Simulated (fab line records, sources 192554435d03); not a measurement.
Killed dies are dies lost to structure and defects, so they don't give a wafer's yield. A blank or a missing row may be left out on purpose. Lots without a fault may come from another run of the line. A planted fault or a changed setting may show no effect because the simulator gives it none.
Split-lot experiment | flow n5_finfet | 7 lots, 21 wafers read, on a route of 1938 steps

THE SPLIT
At N5_BEOL_M14_SPUTTER_44 (material Ta, target thk 15 nm, time 24.19 s), the setting time_s was moved away from the recipe's 24.19 s on 7 of the 21 wafers read, by -11.1% to +12.9%. The other wafers ran this setting at the recipe's value.

The reading is taken at the split's own step.

THE READING
Ta_of_BEOL_M14_SPUTTER_44.thk_nm (the simulator's own value, which no gauge read), in nm, at N5_BEOL_M14_SPUTTER_44 (material Ta, target thk 15 nm, time 24.19 s). The file gives no usual value for it. The 14 wafers here that ran the recipe average 15.0 nm, standard deviation 0.13 nm.

wafer  | tool, chamber at the split | time_s as run, s | against the recipe | Ta_of_BEOL_M14_SPUTTER_44.thk_nm, nm | against lot-mates on the recipe
L077.1 | pvd_sputter-03, -          | 24.19            | recipe             | 15                                   | -
L077.2 | pvd_sputter-03, -          | 27.21            | +12.5%             | 16.8                                 | +1.8
L077.5 | pvd_sputter-03, -          | 27.21            | +12.5%             | 16.8                                 | +1.8
L079.4 | pvd_sputter-03, -          | 21.5             | -11.1%             | 13.6                                 | -1.6
L079.5 | pvd_sputter-03, -          | 21.5             | -11.1%             | 13.6                                 | -1.6
L079.6 | pvd_sputter-03, -          | 24.19            | recipe             | 15.2                                 | -
L082.1 | pvd_sputter-03, -          | 24.19            | recipe             | 15                                   | -
L082.5 | pvd_sputter-03, -          | 24.19            | recipe             | 15                                   | -
L082.4 | pvd_sputter-03, -          | 24.19            | recipe             | 15.2                                 | -
L086.1 | pvd_sputter-02, -          | 24.19            | recipe             | 15.2                                 | -
L086.3 | pvd_sputter-02, -          | 24.19            | recipe             | 15.2                                 | -
L086.5 | pvd_sputter-02, -          | 24.19            | recipe             | 15.2                                 | -
L087.2 | pvd_sputter-01, -          | 24.19            | recipe             | 15                                   | -
L087.3 | pvd_sputter-01, -          | 24.19            | recipe             | 15                                   | -
L087.5 | pvd_sputter-01, -          | 24.19            | recipe             | 14.8                                 | -
L093.1 | pvd_sputter-03, -          | 24.19            | recipe             | 15                                   | -
L093.6 | pvd_sputter-03, -          | 24.19            | recipe             | 15                                   | -
L093.5 | pvd_sputter-03, -          | 27.3             | +12.9%             | 17                                   | +2.0
L097.1 | pvd_sputter-01, -          | 22.13            | -8.5%              | 13.6                                 | -1.2
L097.4 | pvd_sputter-01, -          | 24.19            | recipe             | 14.8                                 | -
L097.6 | pvd_sputter-01, -          | 22.13            | -8.5%              | 13.8                                 | -1.0

THE FIT
A straight line over all 21 wafers: Ta_of_BEOL_M14_SPUTTER_44.thk_nm changes by +0.143 nm for each +1% of time_s; r = +0.99; the points scatter about the line by 0.14 nm.
The same after taking each lot's own level away (the mean of its wafers on the recipe; 21 wafers): +0.144 nm for each +1%; r = +1.00; scatter 0.079 nm.
On that fit, the largest move of time_s shifts the reading by 1.8 nm.
The lots' own levels span 14.80 to 15.20 nm, that is 3.0 times the standard deviation above.
So the lot-to-lot level changes the slope little: the two slopes agree.
Check: with one of the wafers moved furthest among these (+12.9%) left out of the fit, the line predicts +1.83 nm for it against its lot-mates. It came out at +2 nm against them.

OTHER SPLITS ON THESE WAFERS
These wafers also went through other splits before the reading. Each is held against what the fit with the lots' levels taken away leaves over:
other split on the same wafers    | wafers away from the commonest value | r with Ta_of_BEOL_M14_SPUTTER_44.thk_nm (lot level and that fit taken away)
N5_BEOL_M10_PEB_26 peb_time_s     | 9                                    | +0.03
N5_BEOL_M11_PEB_26 peb_time_s     | 9                                    | -0.16
N5_BEOL_M11_ETCH_66 time_s        | 8                                    | +0.12
N5_BEOL_M13_COAT_04 spin_rpm      | 9                                    | +0.21
N5_BEOL_M14_TRENCH_ETCH_34 bias_w | 7                                    | -0.37

THE FILE'S OWN FIT
Ta_of_BEOL_M14_SPUTTER_44.thk_nm changes by +0.146 nm for each +1% of time_s, r = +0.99.
